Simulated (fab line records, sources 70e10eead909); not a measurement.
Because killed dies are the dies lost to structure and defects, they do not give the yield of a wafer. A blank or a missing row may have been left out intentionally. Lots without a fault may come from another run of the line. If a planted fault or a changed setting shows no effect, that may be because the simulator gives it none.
Which tool was responsible? + flow nand_harc + 12 lots with 36 wafers sampled at 5 steps, on a route of 1159 steps

== WHAT THE GAUGES READ, wafer by wafer ==
NHARC_A_M0_CD_MEAS_16. Usual: cd_nm 79.5 nm, standard deviation 0.87.
| lot  | measured     | on        | cd_nm (nm)     | flag |
|------|--------------|-----------|----------------|------|
| L791 | day 17 11:58 | cd_sem-02 | 78.9 80.3 78.0 |      |
| L790 | day 17 15:17 | cd_sem-01 | 79.6 80.8 80.1 |      |
| L792 | day 17 23:22 | cd_sem-01 | 79.9 80.3 79.1 |      |
| L797 | day 18 20:05 | cd_sem-02 | 79.7 80.6 78.6 |      |
| L804 | day 20 12:13 | cd_sem-01 | 79.6 79.3 79.7 |      |
| L806 | day 21 00:52 | cd_sem-01 | 80.2 80.5 81.0 |      |
| L805 | day 21 13:37 | cd_sem-02 | 79.9 80.5 80.8 |      |
| L809 | day 22 01:47 | cd_sem-01 | 79.3 79.7 79.9 |      |
| L807 | day 22 07:32 | cd_sem-01 | 80.1 80.8 79.9 |      |
| L812 | day 23 04:08 | cd_sem-02 | 79.1 79.7 80.0 |      |
| L811 | day 23 14:07 | cd_sem-02 | 78.9 80.1 79.9 |      |
| L813 | day 24 00:07 | cd_sem-02 | 78.6 79.4 79.4 |      |

NHARC_END_SORT_01. Usual: defect_limited_yield 95.7 %, standard deviation 1.6; killed_at_array 25, standard deviation 9.7; killed_at_other 0.7, standard deviation 0.87; killed_at_periphery 3.3, standard deviation 2.3; killed_dies 29, standard deviation 11; killed_open 3.6, standard deviation 2.1; killed_short 2.3, standard deviation 1.7; sort_bin_2_pct 1.4 %, standard deviation 0.62; sort_bin_3_pct 0.25 %, standard deviation 0.21; sort_bin_4_pct 2.7 %, standard deviation 1; sort_n_pass 648, standard deviation 11; sort_rim_yield_pct 94 %, standard deviation 3.2; sort_yield_pct 95.7 %, standard deviation 1.6.
| lot  | measured     | on        | defect_limited_yield (%) | killed_at_array | killed_at_other | killed_at_periphery | killed_dies | killed_open | killed_short | sort_bin_2_pct (%) | sort_bin_3_pct (%) | sort_bin_4_pct (%) | sort_n_pass | sort_rim_yield_pct (%) | sort_yield_pct (%) | flag |
|------|--------------|-----------|--------------------------|-----------------|-----------------|---------------------|-------------|-------------|--------------|--------------------|--------------------|--------------------|-------------|------------------------|--------------------|------|
| L797 | day 20 14:20 | prober-02 | 95.3 95.3 95.9           | 30 30 25        | 0 0 0           | 2 2 3               | 32 32 28    | 4 2 8       | 8 2 0        | 1.5 1.6 1.2        | 0.59 0.30 0.15     | 2.7 2.8 2.8        | 645 645 649 | 92 92 95               | 95.3 95.3 95.9     |      |
| L806 | day 22 21:16 | prober-01 | 96.5 96.2 95.4           | 22 23 30        | 1 2 0           | 1 1 1               | 24 26 31    | 1 6 3       | 1 4 2        | 1.3 1.2 1.2        | 0.59 0.15 0.15     | 1.6 2.5 3.2        | 653 651 646 | 93 92 95               | 96.5 96.2 95.4     |      |
| L805 | day 23 05:09 | prober-02 | 95.0 93.9 94.4           | 30 37 32        | 0 1 2           | 4 3 4               | 34 41 38    | 2 2 5       | 1 2 0        | 1.5 1.8 1.2        | 0 0.74 0.59        | 3.5 3.5 3.8        | 643 636 639 | 95 93 96               | 95.0 93.9 94.4     |      |

== WHICH TOOL RAN EACH LOT (tool, then ch and the chambers of the sampled wafers, then the start) ==
| lot  | NHARC_A_M0_DEGAS_28          | NHARC_A_M0_PRE_CLEAN_29                 | NHARC_A_M1_ETCH_35                 |
|------|------------------------------|-----------------------------------------|------------------------------------|
| L791 | pvd_sputter-01, day 17 12:35 | pvd_sputter-01, day 17 15:56 or earlier | rie_diel-01 ch 0,1,3, day 17 15:56 |
| L790 | pvd_sputter-03, day 17 15:58 | pvd_sputter-03, day 17 19:10 or earlier | rie_diel-08 ch 0,3, day 17 19:10   |
| L792 | pvd_sputter-03, day 17 23:58 | pvd_sputter-03, day 18 03:06 or earlier | rie_diel-01 ch 0,1, day 18 03:06   |
| L797 | pvd_sputter-02, day 18 20:42 | pvd_sputter-02, day 18 23:54 or earlier | rie_diel-01 ch 0,1,3, day 18 23:54 |
| L804 | pvd_sputter-03, day 20 12:50 | pvd_sputter-03, day 20 16:03 or earlier | rie_diel-08 ch 2,3, day 20 16:03   |
| L806 | pvd_sputter-02, day 21 01:29 | pvd_sputter-02, day 21 05:02 or earlier | rie_diel-07 ch 0,1,3, day 21 05:02 |
| L805 | pvd_sputter-01, day 21 14:14 | pvd_sputter-01, day 21 17:34 or earlier | rie_diel-07 ch 2,3, day 21 17:34   |
| L809 | pvd_sputter-03, day 22 02:25 | pvd_sputter-03, day 22 05:38 or earlier | rie_diel-01 ch 0,2,3, day 22 05:38 |
| L807 | pvd_sputter-03, day 22 08:09 | pvd_sputter-03, day 22 11:25 or earlier | rie_diel-07 ch 0,1, day 22 11:25   |
| L812 | pvd_sputter-01, day 23 04:46 | pvd_sputter-01, day 23 08:43 or earlier | rie_diel-01 ch 1,2,3, day 23 08:43 |
| L811 | pvd_sputter-03, day 23 14:47 | pvd_sputter-03, day 23 18:14 or earlier | rie_diel-07 ch 0,2,3, day 23 18:14 |
| L813 | pvd_sputter-01, day 24 00:43 | pvd_sputter-01, day 24 03:57 or earlier | rie_diel-01 ch 0,1,3, day 24 03:57 |
- NHARC_A_M0_DEGAS_28: time 60 s.
- NHARC_A_M0_PRE_CLEAN_29: time 30 s.
- NHARC_A_M1_ETCH_35: etches the open film in N2/H2, target depth 40 nm, overetch 12 nm, time 43.94 s.

== AS READ BY THE TOOLS THEMSELVES (means over the sampled wafers that have a number; for cases with no such wafer, the mark the record gives instead) ==
NHARC_A_M0_DEGAS_28. Usual: heater_power_w 340 W, standard deviation 51.
| lot  | tool           | heater_power_w (W) | flag |
|------|----------------|--------------------|------|
| L791 | pvd_sputter-01 | 336                |      |
| L790 | pvd_sputter-03 | 367                |      |
| L792 | pvd_sputter-03 | 341                |      |
| L797 | pvd_sputter-02 | 327                |      |
| L804 | pvd_sputter-03 | 311                |      |
| L806 | pvd_sputter-02 | 294                |      |
| L805 | pvd_sputter-01 | 452                |      |
| L809 | pvd_sputter-03 | 333                |      |
| L807 | pvd_sputter-03 | 366                |      |
| L812 | pvd_sputter-01 | 371                |      |
| L811 | pvd_sputter-03 | 328                |      |
| L813 | pvd_sputter-01 | 343                |      |

NHARC_A_M0_PRE_CLEAN_29. Usual: heater_power_w 420 W, standard deviation 62.
| lot  | tool           | heater_power_w (W) | flag |
|------|----------------|--------------------|------|
| L791 | pvd_sputter-01 | 407                |      |
| L790 | pvd_sputter-03 | 435                |      |
| L792 | pvd_sputter-03 | 376                |      |
| L797 | pvd_sputter-02 | 384                |      |
| L804 | pvd_sputter-03 | 370                |      |
| L806 | pvd_sputter-02 | 350                |      |
| L805 | pvd_sputter-01 | 477                |      |
| L809 | pvd_sputter-03 | 439                |      |
| L807 | pvd_sputter-03 | 444                |      |
| L812 | pvd_sputter-01 | 400                |      |
| L811 | pvd_sputter-03 | 384                |      |
| L813 | pvd_sputter-01 | 402                |      |

NHARC_A_M1_ETCH_35. Usual: for bias_w, 150.0 W with a standard deviation of 0.49; for drypump_motor_current_A, 5.7 A with a standard deviation of 0.32; for oes_product_au, 0.998 a.u. with a standard deviation of 0.0081; for rf_vpp_V, 430.9 V with a standard deviation of 2.7; for run_length_s, 65.5 s with a standard deviation of 0.44; for showerhead_plenum_p_Torr, 2.05 Torr with a standard deviation of 0.093; for throttle_valve_pct, 14.171 % with a standard deviation of 0.0096.
| lot  | tool        | bias_w (W) | drypump_motor_current_A (A) | oes_product_au (a.u.) | rf_vpp_V (V) | run_length_s (s) | showerhead_plenum_p_Torr (Torr) | throttle_valve_pct (%) | flag |
|------|-------------|------------|-----------------------------|-----------------------|--------------|------------------|---------------------------------|------------------------|------|
| L791 | rie_diel-01 | 149.5      | 5.8                         | 1.004                 | 430.4        | 65.5             | 2.02                            | 14.175                 |      |
| L790 | rie_diel-08 | 150.4      | 5.6                         | 0.992                 | 427.9        | 65.9             | 1.95                            | 14.172                 |      |
| L792 | rie_diel-01 | 150.0      | 5.6                         | 0.996                 | 429.8        | 56.9             | 2.01                            | 14.171                 | OFF  |
| L797 | rie_diel-01 | 150.2      | 5.9                         | 0.996                 | 430.4        | 60.9             | 2.02                            | 14.169                 | OFF  |
| L804 | rie_diel-08 | 149.9      | 5.7                         | 0.986                 | 432.2        | 65.6             | 2.10                            | 14.167                 |      |
| L806 | rie_diel-07 | 150.0      | 5.5                         | 1.001                 | 431.5        | 65.7             | 2.08                            | 14.169                 |      |
| L805 | rie_diel-07 | 150.2      | 5.5                         | 0.994                 | 427.7        | 65.8             | 1.95                            | 14.167                 |      |
| L809 | rie_diel-01 | 150.1      | 5.7                         | 0.993                 | 431.1        | 65.2             | 2.06                            | 14.173                 |      |
| L807 | rie_diel-07 | 150.0      | 5.7                         | 0.993                 | 432.9        | 65.3             | 2.15                            | 14.170                 |      |
| L812 | rie_diel-01 | 150.4      | 5.9                         | 1.000                 | 431.9        | 65.7             | 2.09                            | 14.172                 |      |
| L811 | rie_diel-07 | 149.8      | 5.5                         | 0.991                 | 429.5        | 65.6             | 1.99                            | 14.177                 |      |
| L813 | rie_diel-01 | 150.0      | 5.9                         | 0.990                 | 430.0        | 65.0             | 2.02                            | 14.171                 |      |

== THE ANSWER, worked out from the rows above alone ==
Rule: take the mean of a lot's wafers that have a number; if it is more than 3 standard deviations from the usual mean, the lot is off. A lot without any number at a reading at which 4 lots or more have one is off too. All remaining lots with rows at the step are treated as sound. After the gauges, taken in route order, come the tools' own readings; for these a lot's mean is taken, as printed above. At the first step where some lot is off, the reading lying furthest off is the one used; lots without a number count as furthest.
Off at NHARC_A_M1_ETCH_35 (run_length_s): L792, L797.
If a tool, at that step or one of the process steps before it, ran each lot that is off and ran no sound lot following the first of them, it fits. NHARC_A_M0_PRE_CLEAN_29: start missing for some lots; hours and lot order therefore follow NHARC_A_M1_ETCH_35. No candidate that was tried fits.

== WHAT HAD BEEN PUT IN BY THE SIMULATOR ==
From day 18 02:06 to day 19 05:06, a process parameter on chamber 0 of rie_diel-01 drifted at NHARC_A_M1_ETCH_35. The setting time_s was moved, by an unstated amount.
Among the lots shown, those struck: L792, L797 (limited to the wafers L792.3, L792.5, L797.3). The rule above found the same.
